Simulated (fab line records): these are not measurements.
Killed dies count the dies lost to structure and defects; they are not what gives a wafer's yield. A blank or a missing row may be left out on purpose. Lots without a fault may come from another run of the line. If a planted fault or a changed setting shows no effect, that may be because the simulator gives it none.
Tool commonality check || flow n5Finfet || 9 lots and 27 wafers in the sample

== WHAT PROMPTED THE OPENING ==
Of 9 lots, 3 have the reading IOFF_N flagged at N5_BEOL_M4_RC_MEAS_101. Wafers without a fault read 0.167 nA/um, standard deviation 0.023.
Rule: a lot is flagged when every wafer of it that has a number lies more than 4 standard deviations from that mean, or none has a number. As for the other lots, they are considered sound.

{"lot": "L583", "measured": "day 9 01:15", "on": "prober-02", "IOFF_N (nA/um), wafer by wafer": "0.152 0.181 0.180", "flag": ""}
{"lot": "L591", "measured": "day 11 14:51", "on": "prober-01", "IOFF_N (nA/um), wafer by wafer": "0.703 0.718 0.728", "flag": "FLAGGED"}
{"lot": "L592", "measured": "day 13 02:11", "on": "prober-02", "IOFF_N (nA/um), wafer by wafer": "0.693 0.854 0.711", "flag": "FLAGGED"}
{"lot": "L593", "measured": "day 13 17:03", "on": "prober-01", "IOFF_N (nA/um), wafer by wafer": "0.790 0.797 0.928", "flag": "FLAGGED"}
{"lot": "L599", "measured": "day 14 18:17", "on": "prober-01", "IOFF_N (nA/um), wafer by wafer": "0.165 0.173 0.172", "flag": ""}
{"lot": "L598", "measured": "day 14 20:09", "on": "prober-02", "IOFF_N (nA/um), wafer by wafer": "0.156 0.148 0.169", "flag": ""}
{"lot": "L600", "measured": "day 14 22:31", "on": "prober-01", "IOFF_N (nA/um), wafer by wafer": "0.193 0.165 0.149", "flag": ""}
{"lot": "L603", "measured": "day 15 15:25", "on": "prober-02", "IOFF_N (nA/um), wafer by wafer": "0.160 0.153 0.151", "flag": ""}
{"lot": "L601", "measured": "day 15 15:37", "on": "prober-01", "IOFF_N (nA/um), wafer by wafer": "0.171 0.176 0.168", "flag": ""}
The numbers of the flagged lots are 0.769 nA/um on average: +0.602 nA/um against the usual, or +26 standard deviations.

== TOOL THAT RAN EACH LOT ==
3 process steps preceding the reading are held in the record, out of 1938 steps in the route. In each cell: the tool, then ch and the chambers that the sampled wafers went through, then the start.
{"lot": "L583", "flag": "", "N5_DUMMY_GATE_ETCH_31": "rieDiel-02 ch 0,1, day 3 17:34", "N5_DUMMY_GATE_STRIP_41": "rieDiel-02 ch 0,1, day 3 17:37", "N5_SPACER0_ALD_08": "aldSin-01 ch 2,3, day 3 19:01"}
{"lot": "L591", "flag": "FLAGGED", "N5_DUMMY_GATE_ETCH_31": "rieDiel-03 ch 0,1,2, day 5 16:01", "N5_DUMMY_GATE_STRIP_41": "rieDiel-03 ch 0,1,2, day 5 16:04", "N5_SPACER0_ALD_08": "aldSin-01 ch 1,2,3, day 5 17:21"}
{"lot": "L592", "flag": "FLAGGED", "N5_DUMMY_GATE_ETCH_31": "rieDiel-06 ch 0,2,3, day 5 23:02", "N5_DUMMY_GATE_STRIP_41": "rieDiel-06 ch 0,2,3, day 5 23:05", "N5_SPACER0_ALD_08": "aldSin-01 ch 1,2,3, day 6 00:20"}
{"lot": "L593", "flag": "FLAGGED", "N5_DUMMY_GATE_ETCH_31": "rieDiel-02 ch 0,1,2, day 6 04:50", "N5_DUMMY_GATE_STRIP_41": "rieDiel-02 ch 0,1,2, day 6 04:53", "N5_SPACER0_ALD_08": "aldSin-01 ch 0,2,3, day 6 06:08"}
{"lot": "L599", "flag": "", "N5_DUMMY_GATE_ETCH_31": "rieDiel-06 ch 2,3, day 7 18:07", "N5_DUMMY_GATE_STRIP_41": "rieDiel-06 ch 2,3, day 7 18:10", "N5_SPACER0_ALD_08": "aldSin-01 ch 1,3, day 7 19:17"}
{"lot": "L598", "flag": "", "N5_DUMMY_GATE_ETCH_31": "rieDiel-06 ch 1,2,3, day 7 10:19", "N5_DUMMY_GATE_STRIP_41": "rieDiel-06 ch 1,2,3, day 7 10:22", "N5_SPACER0_ALD_08": "aldSin-01 ch 0,3, day 7 11:33"}
{"lot": "L600", "flag": "", "N5_DUMMY_GATE_ETCH_31": "rieDiel-06 ch 0,1,3, day 8 04:07", "N5_DUMMY_GATE_STRIP_41": "rieDiel-06 ch 0,1,3, day 8 04:09", "N5_SPACER0_ALD_08": "aldSin-02 ch 1,2,3, day 8 05:17"}
{"lot": "L603", "flag": "", "N5_DUMMY_GATE_ETCH_31": "rieDiel-06 ch 0,1, day 8 15:49", "N5_DUMMY_GATE_STRIP_41": "rieDiel-06 ch 0,1, day 8 15:52", "N5_SPACER0_ALD_08": "aldSin-03 ch 0,2, day 8 17:05"}
{"lot": "L601", "flag": "", "N5_DUMMY_GATE_ETCH_31": "rieDiel-02 ch 0,3, day 8 08:03", "N5_DUMMY_GATE_STRIP_41": "rieDiel-02 ch 0,3, day 8 08:06", "N5_SPACER0_ALD_08": "aldSin-02 ch 0,1,2, day 8 09:59"}
These steps, and what they do:
- N5_DUMMY_GATE_ETCH_31: etches SiO2 in C4F6/O2, target depth 82.5 nm, time 27.5 s.
- N5_DUMMY_GATE_STRIP_41: strips in O2.
- N5_SPACER0_ALD_08: deposits SiNx, target thk 2 nm.
- N5_BEOL_M4_RC_MEAS_101

== FLAGGED AGAINST TOTAL, ONE TOOL AT A TIME (gauges that did the reading follow at the end) ==
{"step": "N5_DUMMY_GATE_ETCH_31", "tool": "rieDiel-02", "lots run": 3, "flagged": 1, "share of the flagged lots": "some", "sound lots run after its first flagged lot": "1 (L601)"}
{"step": "N5_DUMMY_GATE_ETCH_31", "tool": "rieDiel-03", "lots run": 1, "flagged": 1, "share of the flagged lots": "some", "sound lots run after its first flagged lot": 0}
{"step": "N5_DUMMY_GATE_ETCH_31", "tool": "rieDiel-06", "lots run": 5, "flagged": 1, "share of the flagged lots": "some", "sound lots run after its first flagged lot": "4 (L598,L599,L600,L603)"}
{"step": "N5_DUMMY_GATE_STRIP_41", "tool": "rieDiel-02", "lots run": 3, "flagged": 1, "share of the flagged lots": "some", "sound lots run after its first flagged lot": "1 (L601)"}
{"step": "N5_DUMMY_GATE_STRIP_41", "tool": "rieDiel-03", "lots run": 1, "flagged": 1, "share of the flagged lots": "some", "sound lots run after its first flagged lot": 0}
{"step": "N5_DUMMY_GATE_STRIP_41", "tool": "rieDiel-06", "lots run": 5, "flagged": 1, "share of the flagged lots": "some", "sound lots run after its first flagged lot": "4 (L598,L599,L600,L603)"}
{"step": "N5_SPACER0_ALD_08", "tool": "aldSin-01", "lots run": 6, "flagged": 3, "share of the flagged lots": "all", "sound lots run after its first flagged lot": "2 (L598,L599)"}
{"step": "N5_SPACER0_ALD_08", "tool": "aldSin-02", "lots run": 2, "flagged": 0, "share of the flagged lots": "none", "sound lots run after its first flagged lot": "-"}
{"step": "N5_SPACER0_ALD_08", "tool": "aldSin-03", "lots run": 1, "flagged": 0, "share of the flagged lots": "none", "sound lots run after its first flagged lot": "-"}
{"step": "N5_BEOL_M4_RC_MEAS_101", "tool": "prober-01", "lots run": 5, "flagged": 2, "share of the flagged lots": "some", "sound lots run after its first flagged lot": "3 (L599,L600,L601)"}
{"step": "N5_BEOL_M4_RC_MEAS_101", "tool": "prober-02", "lots run": 4, "flagged": 1, "share of the flagged lots": "some", "sound lots run after its first flagged lot": "2 (L598,L603)"}

== THE TABLE: WHAT IT ALLOWS ==
Rows of the table that ran each flagged lot: 1, that is aldSin-01 at N5_SPACER0_ALD_08.
- aldSin-01 at N5_SPACER0_ALD_08 ran 6 lots, 3 of them flagged. Lots that were sound ran on it after the first flagged one (L598, L599); a persistent fault on the entire tool would not allow that. On the flagged lots its readings are blank where sound lots have values: chamberPressureTorr, heaterPowerOuterW, heaterPowerW.
No row of the table ran every flagged lot and no sound lot after the first.

== WHAT THE SIMULATOR HAD PUT IN ==
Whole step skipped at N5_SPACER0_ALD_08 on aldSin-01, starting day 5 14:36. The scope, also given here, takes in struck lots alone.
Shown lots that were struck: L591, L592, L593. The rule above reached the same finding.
